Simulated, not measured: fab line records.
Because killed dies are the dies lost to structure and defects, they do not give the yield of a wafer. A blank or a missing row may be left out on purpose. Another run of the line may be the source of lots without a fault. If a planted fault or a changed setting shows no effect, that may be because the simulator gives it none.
fab line records	flow n5Finfet	part 1 of 2: steps 1 to 4 of 6
record: lots: 17	wafers: 51	lastDay: 18
route steps=1938 shown DUMMY_GATE@231 SD_EPI_N@277 ILD0@335
lots that met no fault: from a run of the same line without faults
startH: start of the lot's first displayed wafer, in hours after the record's first day	waitH: time in hours since the lot's previous step	" the same as in the row above	L1.1+2: a single row standing in for several wafers	- no value, or no start was given	* or withheld: withheld	< > ~ a bound
route shown NAME@n: names a module that has steps shown in the file, with the first one's number in the route	usual: mean/standard deviation taken from wafers without a fault	same: alike in all rows	chamber/n: place in a boat	sites: per-site readings	_std_site: their standard deviation	_edge_site: the outer-site mean with the inner-site mean subtracted	radiusMm: how far each site lies from the wafer's centre	mask NAME#n: copy n	behind: tool/chamber where the wafer was last shaped	hold: the reason the lot was held/the length of the hold in hours/how it ended	device: which transistor (n, p or np) failed to switch	end of line: the tests these same wafers got at the end of their route	where a step has no rows: the recipe by itself	killed: at the first sort, the dies lost to defects and structure; wafer yield is something else	map: shows each die of a wafer: x if killed, . if not, _ if none is there
set.NAME: the setting the step ran with; set.NAME@STEP: the setting that earlier step ran with	model.NAME: the simulator's own value behind a step, which no gauge read
one table for each step of the route and one row for each wafer, over a sample of lots
services: when a tool's chamber went out of use (startH, in hours from the record's first day, below 0 if earlier), for how many hours, and the reason
== steps ==
step: N5_DUMMY_GATE_CD_MEAS_15
recipe: targetCdNm: 25.8	landingEnergyEv: 500	detector: seInlens
usual: cdNm: 24.93/0.26
lot.wafer	tool	chamber	startH	waitH	cdNm
L074.3	cdSem-02	0	47.69	-	24.95
L074.4	"	0	"	"	24.85
L074.6	"	0	"	"	24.88
L075.1	cdSem-02	0	52.11	-	25.09
L075.3	"	0	"	"	24.34
L075.5	"	0	"	"	24.72
L076.3	cdSem-01	0	58.10	-	25.06
L076.5	"	0	"	"	25.18
L076.6	"	0	"	"	25.12
L077.1	cdSem-01	0	65.32	-	24.77
L077.2	"	0	"	"	24.69
L077.6	"	0	"	"	24.60
L079.2	cdSem-03	0	77.40	-	25.13
L079.3	"	0	"	"	24.87
L079.6	"	0	"	"	25.10
L080.1	cdSem-01	0	81.96	-	24.44
L080.2	"	0	"	"	25.02
L080.3	"	0	"	"	24.98
L082.4	cdSem-01	0	94.28	-	25.05
L082.5	"	0	"	"	25.31
L082.6	"	0	"	"	24.91
L083.3	cdSem-01	0	100.32	-	25.32
L083.4	"	0	"	"	25.11
L083.6	"	0	"	"	24.95
L084.1	cdSem-03	0	110.99	-	24.70
L084.4	"	0	"	"	24.79
L084.6	"	0	"	"	24.85
L085.2	cdSem-03	0	112.21	-	25.15
L085.3	"	0	"	"	24.97
L085.4	"	0	"	"	25.01
L086.1	cdSem-03	0	118.87	-	24.81
L086.2	"	0	"	"	24.53
L086.3	"	0	"	"	24.63
L087.1	cdSem-03	0	124.44	-	25.09
L087.4	"	0	"	"	25.16
L087.5	"	0	"	"	24.51
L088.1	cdSem-01	0	133.61	-	25.15
L088.3	"	0	"	"	24.95
L088.6	"	0	"	"	24.67
L089.3	cdSem-01	0	138.57	-	24.73
L089.4	"	0	"	"	25.24
L089.6	"	0	"	"	24.77
L090.2	cdSem-03	0	144.06	-	25.19
L090.4	"	0	"	"	24.67
L090.6	"	0	"	"	24.93
L091.2	cdSem-01	0	148.83	-	25.21
L091.4	"	0	"	"	25.26
L091.5	"	0	"	"	24.99
L092.1	cdSem-02	0	155.95	-	25.00
L092.2	"	0	"	"	24.77
L092.5	"	0	"	"	24.61
step: N5_DUMMY_GATE_ETCH_36
recipe: chemistry: CF4	target: SiARC	targetDepthA: 130	pressureMtorr: 40	sourceW: 545	biasW: 36	Ar_flow_sccm: 100	cf4FlowSccm: 100	ionEnergyEv: 80
usual: chamberPressureMTorr: 40.00/0.033	drypumpMotorCurrentA: 5.80/0.26	oesProductAu: 0.78/0.1	rfVppV: 184.5/1.2	showerheadPlenumPTorr: 2.18/0.066	throttleValvePct: 15.59/0.27
lot.wafer	tool	chamber	startH	waitH	chamberPressureMTorr	drypumpMotorCurrentA	oesProductAu	rfHoursCounterH	rfVppV	showerheadPlenumPTorr	throttleValvePct
L074.3	rieDiel-03	2	48.00	0.0	40.03	5.71	0.99	9	184.9	2.29	15.25
L074.4	"	3	"	"	40.01	5.45	0.85	79	182.1	2.08	15.61
L074.6	"	1	"	"	39.98	6.34	0.75	-	186.2	2.23	15.23
L075.1	rieDiel-05	3	52.55	0.0	39.99	5.63	0.69	239	184.8	2.20	15.90
L075.3	"	0	"	"	40.06	5.62	0.68	215	186.1	2.21	15.54
L075.5	"	0	"	"	39.97	5.62	0.69	-	185.4	2.21	15.54
L076.3	rieDiel-05	2	58.34	0.0	40.04	6.03	0.73	159	183.0	2.06	15.87
L076.5	"	3	"	"	40.01	5.62	0.69	-	184.9	2.20	15.89
L076.6	"	0	"	"	39.97	5.63	0.68	-	183.9	2.21	15.53
L077.1	rieDiel-05	0	65.56	0.0	39.96	5.61	0.69	219	184.5	2.21	15.55
L077.2	"	2	"	"	39.98	6.03	0.73	161	182.9	2.06	15.87
L077.6	"	0	"	"	40.07	5.62	0.68	-	184.1	2.21	15.54
L079.2	rieDiel-05	3	77.64	0.0	39.99	5.62	0.69	247	184.3	2.19	15.91
L079.3	"	0	"	"	40.01	5.61	0.68	223	183.2	2.21	15.55
L079.6	"	0	"	"	40.09	5.62	0.68	-	185.9	2.21	15.54
L080.1	rieDiel-03	1	82.20	0.0	40.01	6.32	0.74	133	184.2	2.22	15.23
L080.2	"	2	"	"	40.04	5.71	0.94	20	185.0	2.29	15.24
L080.3	"	0	"	"	39.94	5.59	1.00	5	184.6	2.20	15.37
L082.4	rieDiel-05	1	94.61	0.0	39.98	5.93	0.72	-	184.3	2.22	15.89
L082.5	"	0	"	"	40.01	5.63	0.67	-	185.4	2.20	15.56
L082.6	"	2	"	"	39.98	6.04	0.73	-	183.3	2.06	15.90
L083.3	rieDiel-05	0	100.55	0.0	39.94	5.62	0.67	233	185.2	2.20	15.59
L083.4	"	2	"	"	39.98	6.07	0.72	-	184.6	2.05	15.88
L083.6	"	0	"	"	40.04	5.62	0.67	-	183.9	2.20	15.55
L084.1	rieDiel-03	2	111.83	0.0	39.99	5.70	0.92	28	185.5	2.28	15.27
L084.4	"	3	"	"	40.02	5.46	0.81	98	183.4	2.08	15.65
L084.6	"	1	"	"	39.97	6.34	0.73	-	184.3	2.22	15.24
L085.2	rieDiel-05	3	112.48	0.0	40.05	5.62	0.99	1	185.1	2.19	15.45
L085.3	"	1	"	"	40.03	5.90	0.71	186	186.1	2.22	15.91
L085.4	"	2	"	"	39.99	6.01	0.72	176	182.4	2.05	15.92
L086.1	rieDiel-05	0	119.11	0.0	39.95	5.63	0.66	239	186.2	2.20	15.58
L086.2	"	1	"	"	39.96	5.91	0.70	187	185.7	2.22	15.92
L086.3	"	3	"	"	40.03	5.61	0.98	3	184.5	2.19	15.46
L087.1	rieDiel-06	1	124.68	0.0	40.02	5.40	0.77	137	186.8	2.22	15.63
L087.4	"	0	"	"	39.99	6.12	0.73	192	183.0	2.13	15.78
L087.5	"	0	"	"	40.07	6.09	0.72	-	186.1	2.13	15.78
L088.1	rieDiel-03	2	133.84	0.0	40.05	5.70	0.91	33	185.4	2.28	15.28
L088.3	"	0	"	"	39.99	5.59	0.95	20	183.5	2.20	15.41
L088.6	"	0	"	"	40.02	5.57	0.94	-	183.1	2.20	15.40
L089.3	rieDiel-03	0	138.80	0.0	39.93	5.59	0.95	21	185.8	2.20	15.40
L089.4	"	1	"	"	39.97	6.32	0.71	151	186.1	2.22	15.27
L089.6	"	1	"	"	39.92	6.36	0.72	-	185.8	2.22	15.28
L090.2	rieDiel-06	0	144.29	0.0	40.00	6.15	0.72	198	182.2	2.13	15.78
L090.4	"	1	"	"	40.04	5.41	0.78	143	183.1	2.22	15.64
L090.6	"	0	"	"	39.97	6.12	0.72	-	183.9	2.13	15.77
L091.2	rieDiel-06	0	149.06	0.0	40.01	6.07	0.73	199	183.4	2.13	15.77
L091.4	"	1	"	"	39.99	5.38	0.78	145	186.4	2.22	15.62
L091.5	"	1	"	"	40.00	5.42	0.78	-	184.9	2.22	15.65
L092.1	rieDiel-06	3	156.19	0.0	39.98	5.86	0.89	46	181.9	2.08	15.15
L092.2	"	2	"	"	40.03	5.83	0.77	159	184.9	2.14	15.75
L092.5	"	2	"	"	39.98	5.86	0.76	-	183.6	2.14	15.76
step: N5_DUMMY_GATE_HM_OPEN_21
recipe: chemistry: CH3F/O2	target: SiNx	targetDepthA: 1200	Ar_flow_sccm: 150	CH3F_flow_sccm: 30	O2_flow_sccm: 23	timeS: 171.4	pressureMtorr: 30	sourceW: 395	biasW: 73	ionEnergyEv: 120.7
usual: CH3F_flow_sccm: 30.00/0.087	chamberPressureMTorr: 29.998/0.026	drypumpMotorCurrentA: 5.80/0.26	oes_ar_750_au: 0.79/0.094	oes_f_703_au: 0.78/0.1	oesProductAu: 0.79/0.095	rfVppV: 300/4.5	showerheadPlenumPTorr: 2.05/0.07	throttleValvePct: 16.42/0.26
lot.wafer	tool	chamber	startH	waitH	CH3F_flow_sccm	chamberPressureMTorr	drypumpMotorCurrentA	oes_ar_750_au	oes_f_703_au	oesProductAu	rfHoursCounterH	rfVppV	showerheadPlenumPTorr	throttleValvePct
L074.3	rieDiel-05	3	48.52	0.0	29.98	30.013	5.62	0.70	0.70	0.69	238	300	2.07	16.69
L074.4	"	1	"	"	29.96	29.981	5.92	0.73	0.72	0.73	163	300	2.11	16.74
L074.6	"	3	"	"	30.06	30.001	5.63	0.70	0.70	0.68	-	300	2.07	16.71
L075.1	rieDiel-05	2	53.10	0.0	29.93	30.049	6.02	0.74	0.73	0.73	158	291	1.94	16.69
L075.3	"	0	"	"	29.99	30.017	5.62	0.68	0.66	0.70	216	307	2.08	16.32
L075.5	"	0	"	"	30.12	29.995	5.61	0.68	0.66	0.69	-	307	2.08	16.32
L076.3	rieDiel-03	3	58.90	0.0	29.99	29.972	5.48	0.82	0.83	0.84	83	304	1.96	16.48
L076.5	"	3	"	"	29.93	29.998	5.46	0.82	0.83	0.83	-	302	1.96	16.48
L076.6	"	2	"	"	29.98	30.018	5.70	0.95	0.95	0.96	-	303	2.16	16.08
L077.1	rieDiel-05	2	65.96	0.0	29.89	29.968	6.06	0.73	0.72	0.72	161	290	1.93	16.69
L077.2	"	3	"	"	29.92	30.028	5.61	0.69	0.70	0.67	243	301	2.06	16.71
L077.6	"	1	"	"	29.79	29.989	5.92	0.72	0.71	0.73	-	301	2.11	16.75
L079.2	rieDiel-05	3	78.04	0.0	30.04	30.011	5.62	0.68	0.69	0.67	248	300	2.06	16.71
L079.3	"	1	"	"	29.92	30.018	5.92	0.72	0.71	0.73	172	301	2.10	16.76
L079.6	"	0	"	"	29.99	30.010	5.62	0.68	0.66	0.68	-	308	2.08	16.32
L080.1	rieDiel-06	0	82.60	0.0	30.14	29.976	6.08	0.74	0.74	0.73	185	294	2.02	16.66
L080.2	"	2	"	"	29.96	29.978	5.83	0.78	0.77	0.78	137	306	2.02	16.53
L080.3	"	3	"	"	29.93	30.010	5.87	0.93	0.94	0.90	22	294	1.98	16.00
L082.4	rieDiel-03	3	95.07	0.0	30.02	29.972	5.46	0.82	0.81	0.82	94	302	1.96	16.50
L082.5	"	1	"	"	30.00	30.008	6.39	0.73	0.71	0.74	-	299	2.11	16.12
L082.6	"	2	"	"	30.11	29.971	5.72	0.92	0.93	0.93	-	302	2.16	16.10
L083.3	rieDiel-05	1	100.95	0.0	30.06	29.983	5.91	0.72	0.70	0.72	182	301	2.10	16.76
L083.4	"	2	"	"	29.93	29.967	6.02	0.72	0.72	0.72	-	292	1.93	16.70
L083.6	"	0	"	"	30.10	30.029	5.60	0.67	0.65	0.68	-	308	2.08	16.36
L084.1	rieDiel-05	3	112.23	0.0	29.98	30.038	5.60	0.98	1.00	0.98	1	300	2.06	16.26
L084.4	"	0	"	"	30.06	30.005	5.66	0.67	0.65	0.67	237	307	2.07	16.36
L084.6	"	3	"	"	30.02	30.020	5.61	0.98	0.99	0.99	-	301	2.06	16.27
L085.2	rieDiel-06	1	113.02	0.0	29.96	30.001	5.39	0.79	0.80	0.78	134	299	2.10	16.42
L085.3	"	3	"	"	30.03	29.946	5.84	0.90	0.92	0.89	32	296	1.97	16.03
L085.4	"	0	"	"	30.06	29.992	6.08	0.74	0.73	0.73	189	292	2.02	16.66
L086.1	rieDiel-03	2	119.51	0.0	29.98	30.006	5.71	0.91	0.91	0.91	30	303	2.16	16.12
L086.2	"	0	"	"	30.02	30.020	5.60	0.93	0.93	0.94	16	304	2.07	16.19
L086.3	"	3	"	"	29.98	29.977	5.44	0.81	0.81	0.81	101	302	1.96	16.55
L087.1	rieDiel-03	3	125.10	0.0	29.98	30.036	5.45	0.81	0.81	0.81	102	303	1.96	16.52
L087.4	"	0	"	"	30.00	30.037	5.61	0.94	0.93	0.94	18	303	2.07	16.21
L087.5	"	2	"	"	29.90	29.976	5.72	0.92	0.91	0.91	-	301	2.16	16.09
L088.1	rieDiel-06	0	134.30	0.0	29.89	29.974	6.11	0.72	0.73	0.72	196	294	2.02	16.66
L088.3	"	3	"	"	30.05	30.003	5.85	0.89	0.91	0.89	39	294	1.97	16.04
L088.6	"	3	"	"	30.20	30.038	5.82	0.89	0.92	0.88	-	295	1.97	16.03
L089.3	rieDiel-03	0	139.20	0.0	30.01	30.029	5.59	0.92	0.93	0.93	22	304	2.07	16.22
L089.4	"	1	"	"	30.06	29.978	6.31	0.73	0.71	0.72	151	301	2.10	16.14
L089.6	"	3	"	"	29.97	30.050	5.45	0.81	0.80	0.81	-	301	1.96	16.54
L090.2	rieDiel-03	0	144.71	0.0	30.03	30.024	5.61	0.92	0.92	0.94	23	305	2.06	16.21
L090.4	"	2	"	"	30.18	30.000	5.72	0.89	0.90	0.90	37	300	2.16	16.14
L090.6	"	3	"	"	30.00	30.022	5.45	0.80	0.80	0.80	-	302	1.96	16.55
L091.2	rieDiel-06	2	149.82	0.0	30.00	30.001	5.82	0.75	0.75	0.76	157	305	2.01	16.58
L091.4	"	0	"	"	30.15	29.968	6.12	0.72	0.72	0.72	200	293	2.02	16.68
L091.5	"	0	"	"	30.07	29.964	6.11	0.72	0.72	0.72	-	293	2.02	16.67
L092.1	rieDiel-03	1	156.59	0.0	29.89	29.989	6.33	0.72	0.71	0.72	156	301	2.10	16.15
L092.2	"	0	"	"	29.92	30.037	5.59	0.92	0.92	0.93	27	305	2.06	16.23
L092.5	"	2	"	"	30.01	29.990	5.73	0.89	0.90	0.90	-	302	2.15	16.13
step: N5_SD_EPI_N_ETCHBACK_44
recipe: chemistry: CH3F/O2	mode: anisotropicEtchback	target: SiNx	targetDepthA: 145	stopOn: SiO2	overEtchFrac: 0.3	ionEnergyEv: 120	pressureMtorr: 30	sourceW: 395	biasW: 73	Ar_flow_sccm: 150	CH3F_flow_sccm: 30	O2_flow_sccm: 20
usual: CH3F_flow_sccm: 30.01/0.087	chamberPressureMTorr: 29.997/0.028	drypumpMotorCurrentA: 5.8/0.45	oes_ar_750_au: 0.82/0.071	oes_f_703_au: 0.82/0.075	oesProductAu: 0.70/0.058	rfVppV: 298/6.3	showerheadPlenumPTorr: 1.98/0.058	throttleValvePct: 16.28/0.14
same: overEtchFrac: 0.3
lot.wafer	tool	chamber	startH	waitH	CH3F_flow_sccm	chamberPressureMTorr	drypumpMotorCurrentA	oes_ar_750_au	oes_f_703_au	oesProductAu	rfHoursCounterH	rfVppV	showerheadPlenumPTorr	throttleValvePct
L074.3	rieDiel-02	3	50.77	0.0	30.02	30.018	5.9	0.81	0.81	0.69	84	304	2.11	15.99
L074.4	"	3	"	"	30.05	29.989	5.9	0.81	0.80	0.69	-	304	2.11	15.96
L074.6	"	0	"	"	29.96	30.026	5.2	0.74	0.74	0.63	-	298	2.01	16.41
L075.1	rieDiel-02	1	55.13	0.0	30.17	30.002	6.1	0.80	0.79	0.68	92	294	1.94	16.37
L075.3	"	0	"	"	30.05	29.952	5.2	0.75	0.74	0.64	150	299	2.01	16.41
L075.5	"	1	"	"	30.15	30.021	6.1	0.80	0.80	0.69	-	293	1.94	16.37
L076.3	rieDiel-04	1	61.78	0.0	29.99	30.012	5.4	0.80	0.81	0.68	105	294	1.93	16.24
L076.5	"	1	"	"	30.07	29.978	5.4	0.80	0.81	0.68	-	294	1.93	16.26
L076.6	"	2	"	"	29.94	30.074	4.7	0.94	0.94	0.81	-	302	2.04	16.01
L077.1	rieDiel-02	1	68.11	0.0	30.01	29.999	6.1	0.79	0.79	0.68	98	293	1.94	16.38
L077.2	"	0	"	"	30.07	29.976	5.2	0.74	0.73	0.63	156	299	2.01	16.42
L077.6	"	2	"	"	30.07	29.987	5.7	0.98	1.00	0.83	-	284	1.97	16.36
L079.2	rieDiel-04	3	80.38	0.0	29.89	30.011	5.5	0.89	0.87	0.75	28	303	2.06	16.33
L079.3	"	1	"	"	30.02	29.937	5.4	0.79	0.80	0.67	112	294	1.92	16.26
L079.6	"	2	"	"	29.96	30.008	4.7	0.92	0.91	0.79	-	301	2.04	16.01
L080.1	rieDiel-01	0	85.10	0.0	29.94	29.994	6.2	0.91	0.93	0.76	24	289	1.96	16.24
L080.2	"	2	"	"	29.90	30.029	5.6	0.79	0.77	0.69	83	301	2.02	16.23
L080.3	"	1	"	"	29.90	29.992	5.0	0.69	0.71	0.60	229	294	1.89	16.57
L082.4	rieDiel-01	1	97.22	0.0	29.87	30.013	5.0	0.70	0.71	0.59	233	297	1.89	16.59
L082.5	"	1	"	"	30.01	30.006	5.0	0.70	0.70	0.59	-	294	1.89	16.57
L082.6	"	0	"	"	30.01	29.934	6.2	0.90	0.92	0.76	-	289	1.96	16.25
L083.3	rieDiel-01	3	104.51	0.0	30.05	29.983	6.2	0.80	0.78	0.69	83	305	1.95	16.25
L083.4	"	0	"	"	30.06	30.049	6.2	0.89	0.91	0.76	-	289	1.96	16.25
L083.6	"	3	"	"	30.06	29.976	6.2	0.80	0.77	0.69	-	304	1.95	16.25
L084.1	rieDiel-01	2	114.64	0.0	30.01	30.005	5.6	0.78	0.76	0.68	98	302	2.02	16.27
L084.4	"	2	"	"	30.11	29.991	5.6	0.77	0.76	0.68	-	303	2.02	16.26
L084.6	"	0	"	"	30.09	29.954	6.2	0.89	0.89	0.75	-	289	1.96	16.27
L085.2	rieDiel-02	0	115.60	0.0	30.00	29.947	5.2	0.72	0.72	0.62	174	298	2.00	16.46
L085.3	"	1	"	"	30.02	30.007	6.1	0.78	0.77	0.66	117	294	1.93	16.40
L085.4	"	3	"	"	30.04	29.974	5.9	0.78	0.78	0.68	111	303	2.10	16.03
L086.1	rieDiel-04	2	122.76	0.0	29.93	29.974	4.8	0.92	0.92	0.79	22	302	2.04	16.03
L086.2	"	3	"	"	29.90	30.007	5.5	0.87	0.87	0.75	34	302	2.06	16.36
L086.3	"	1	"	"	30.10	29.984	5.4	0.79	0.80	0.66	118	294	1.92	16.25
L087.1	rieDiel-01	2	127.76	0.0	30.23	29.954	5.6	0.76	0.75	0.67	107	303	2.02	16.30
L087.4	"	0	"	"	30.08	29.995	6.2	0.87	0.89	0.73	-	289	1.95	16.28
L087.5	"	0	"	"	30.08	29.987	6.2	0.87	0.88	0.73	-	289	1.95	16.29
L088.1	rieDiel-02	3	136.73	0.0	30.03	29.977	5.9	0.78	0.77	0.67	120	305	2.10	16.03
L088.3	"	2	"	"	29.90	29.945	5.7	0.91	0.91	0.76	32	285	1.96	16.39
L088.6	"	2	"	"	29.90	30.030	5.7	0.91	0.91	0.76	-	286	1.96	16.40
L089.3	rieDiel-01	0	141.40	0.0	29.88	30.005	6.2	0.86	0.89	0.73	51	287	1.95	16.32
L089.4	"	1	"	"	29.93	29.974	5.0	0.69	0.69	0.58	242	297	1.89	16.60
L089.6	"	3	"	"	29.96	29.970	6.2	0.77	0.76	0.68	-	305	1.94	16.26
L090.2	rieDiel-04	0	146.99	0.0	30.02	29.977	6.2	0.89	0.88	0.76	24	297	1.97	16.26
L090.4	"	3	"	"	29.91	30.004	5.5	0.86	0.85	0.74	41	303	2.06	16.37
L090.6	"	0	"	"	30.02	29.981	6.1	0.89	0.88	0.76	-	298	1.97	16.26
L091.2	rieDiel-01	3	152.90	0.0	29.88	30.019	6.2	0.78	0.75	0.68	104	305	1.94	16.30
L091.4	"	0	"	"	29.95	30.012	6.2	0.86	0.88	0.72	55	288	1.95	16.30
L091.5	"	2	"	"	29.95	29.979	5.6	0.76	0.74	0.66	-	303	2.01	16.29
L092.1	rieDiel-01	3	159.18	0.0	29.94	30.009	6.2	0.77	0.76	0.67	106	306	1.94	16.30
L092.2	"	0	"	"	29.95	30.040	6.2	0.85	0.87	0.72	57	288	1.95	16.31
L092.5	"	0	"	"	29.97	29.984	6.2	0.86	0.87	0.72	-	289	1.95	16.32
